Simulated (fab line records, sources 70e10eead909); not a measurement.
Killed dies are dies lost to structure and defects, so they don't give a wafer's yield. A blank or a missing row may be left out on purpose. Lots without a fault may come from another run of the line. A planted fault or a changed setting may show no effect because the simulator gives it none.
Problem report in the 8D (eight disciplines) form, filled by code | flow nand_harc | the parts of the form that need people (team, actions taken, sign-off) are left out

1. THE PROBLEM
oes_product_au at NHARC_A_M1_ETCH_15 reads a mean of 0.837 a.u. on 1 wafer of 1 lot; wafers without a fault read 0.955 a.u. with a standard deviation of 0.02. That is -5.9 standard deviations from the usual mean.
The step: etches the open film in C4F8/Ar, target depth 182.5 nm, time 91.2 s.
First seen on wafer L729.2, day 25 19:42, on rie_diel-07. The record holds 38 wafers of 13 lots with a number at this step. Rule for "out", or "out of limits": more than 4 standard deviations from the usual mean. The other wafers with a number count as sound.

2. WHAT IT IS AND WHAT IT IS NOT
question                    | is                | is not
which readings at this step | oes_product_au    | rf_fwd_power_W, rf_vpp_V
which lots                  | L729              | L721, L722, L723, L724, L730, L738, L739, L740, L741, L742, L743, L744
which wafers of those lots  | L729.2            | L729.1, L729.3
read on which tools         | rie_diel-07       | rie_diel-08, rie_diel-12
when                        | from day 25 19:42 | up to then (14 sound wafers); but 23 sound wafers of L730, L738, L739, L740, L741, L742, L743, L744 came after

3. SUSPECTS, AND WHAT RULES EACH OUT
Counting: a tool at a process step up to the reading stays a suspect if it ran every lot that is out. Sound lots after the first of them don't rule it out here, since some wafers of a struck lot are sound.
- pvd_sputter-03 at NHARC_A_M0_PRE_CLEAN_29 (time 30 s): kept. It ran the lot that is out, L729 (day 25 16:22); its last sound lot up to then is L724 (day 24 22:05). NHARC_A_M0_PRE_CLEAN_29 gives no start for some lots, so the hours and the order of its lots are those of NHARC_A_M0_ANNEAL_30.
- rtp_anneal-01 at NHARC_A_M0_ANNEAL_30 (time 90 s): kept. It ran the lot that is out, L729 (day 25 16:22); its last sound lot up to then is L722 (day 23 08:01).
- rie_diel-07 at NHARC_A_M1_ETCH_15 (etches the open film in C4F8/Ar, target depth 182.5 nm, time 91.2 s): kept. It ran the lot that is out, L729 (day 25 19:42); its last sound lot up to then is L722 (day 23 10:22). Its own readings are out on those wafers: oes_product_au.
- Within rie_diel-07 at NHARC_A_M1_ETCH_15: the wafers that are out ran in chamber 0; their sound lot-mates ran in chambers 2, 3.
Left after counting: pvd_sputter-03 at NHARC_A_M0_PRE_CLEAN_29, rtp_anneal-01 at NHARC_A_M0_ANNEAL_30, rie_diel-07 at NHARC_A_M1_ETCH_15.

4. THE CAUSE (what the simulator had put in)
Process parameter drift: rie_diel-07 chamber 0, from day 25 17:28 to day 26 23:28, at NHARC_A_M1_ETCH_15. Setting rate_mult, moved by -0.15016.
Counting left 3 suspects, and this tool is among them.

5. THE CHAIN OF EFFECTS, in route order
Each row: a reading whose mean over the struck wafers that have a number lies more than 3 standard deviations from the usual. Only readings for which the record gives a usual standard deviation are gone through. hours: the time from each lot's start at the first step in this table that gives one to its start at this step, as a median over the lots. sigmas: the change in usual standard deviations.
hours | step               | reading        | usual      | on struck wafers | change | sigmas
0     | NHARC_A_M1_ETCH_15 | oes_product_au | 0.955 a.u. | 0.837            | -0.118 | -5.9
The process steps in it:
- NHARC_A_M1_ETCH_15: etches the open film in C4F8/Ar, target depth 182.5 nm, time 91.2 s.
Later measuring or inspecting steps at which every struck wafer that the step has a row for has a number for every such reading, and none has moved that far: NHARC_A_M1_CD_MEAS_16.

6. WHAT WOULD HAVE CAUGHT IT SOONER
In this record the first reading out of limits was taken at day 25 19:42, 2 hours after the fault began at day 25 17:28.
